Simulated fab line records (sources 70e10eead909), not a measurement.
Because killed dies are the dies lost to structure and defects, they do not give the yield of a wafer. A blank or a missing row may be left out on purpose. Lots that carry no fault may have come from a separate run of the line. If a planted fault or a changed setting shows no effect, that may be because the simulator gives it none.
A lot that was struck, set against a sound lot / flow nand_harc / 14 out of 1159 route steps
Sound: wafers L453.1, L453.2, L453.6. Struck: wafers L464.4, L464.5, L464.6. At the end, the cause is stated.
Order at every step that has rows: each side's tool, ch and its chambers, its first start. Under that, the readings that differ: sound wafers / struck wafers / difference of the means / sigmas: that difference in standard deviations of wafers without a fault.
alike: readings whose means differ by less than 2 such deviations, and words and numbers that are the same on both sides. not compared: withheld readings, readings that some wafer has no value for, bounds like >300 that may hide the same value, and numbers for which the record gives no deviation and whose values overlap.
The two part at a step that has a row with sigmas, a row that says differs or no value, or rows on one side only. Numbers that have no deviation but don't overlap get no sigmas and don't part them. Lack of a reading on every wafer of one side parts them only where that side has two or more wafers.

first, 5 steps without rows for these wafers: NHARC_P_GATE_STRIP_15 (strips in SPM, time 780 s); NHARC_P_GATE_PRECLEAN_71 (cleans in SC1); NHARC_P_GATE_SRD_72; NHARC_P_GATE_OXIDE_16 (material SiO2, target thk 3 nm, ox time 392 s); NHARC_P_GATE_CVD_17 (deposits poly-Si, target thk 150 nm, time 900 s).
NHARC_P_GATE_HM_DEP_102: deposits aC, target thk 120 nm.
  sound on acl_dep-03 ch 0, day 4 22:28; struck on acl_dep-01 ch 0, day 7 20:22
  alike: throttle_valve_pct
NHARC_P_GATE_DEP_103: deposits SiON, target thk 30 nm.
  sound on pecvd-02 ch 0,1,2, day 4 23:08; struck on pecvd-04 ch 0,1,2, day 7 20:48
  alike: heater_power_w
then, 5 steps without rows for these wafers: NHARC_P_GATE_DEHYDRATE_18 (time 120 s); NHARC_P_GATE_HMDS_19 (time 30 s); NHARC_P_GATE_COAT_20 (resist thk 90 nm); NHARC_P_GATE_SOFTBAKE_21 (time 55 s); NHARC_P_GATE_EBR_22.
NHARC_P_GATE_EXPOSE_23: exposes mask P GATE, target cd 120 nm.
  sound on arfi_scanner-01 ch 0, day 4 23:41; struck on arfi_scanner-01, day 7 21:16
  no value came back on the struck wafers for exposure_dose_mJ_cm2, focus_offset_nm (nm); on the sound wafers exposure_dose_mJ_cm2 reads 93.89 93.93 93.94
  alike: mask
then, 1 step without rows for these wafers: NHARC_P_GATE_PEB_24 (peb time 65 s).

== WHERE THEY PART ==
Within this record, at NHARC_P_GATE_EXPOSE_23 only.

WHY: whatever the simulator had introduced
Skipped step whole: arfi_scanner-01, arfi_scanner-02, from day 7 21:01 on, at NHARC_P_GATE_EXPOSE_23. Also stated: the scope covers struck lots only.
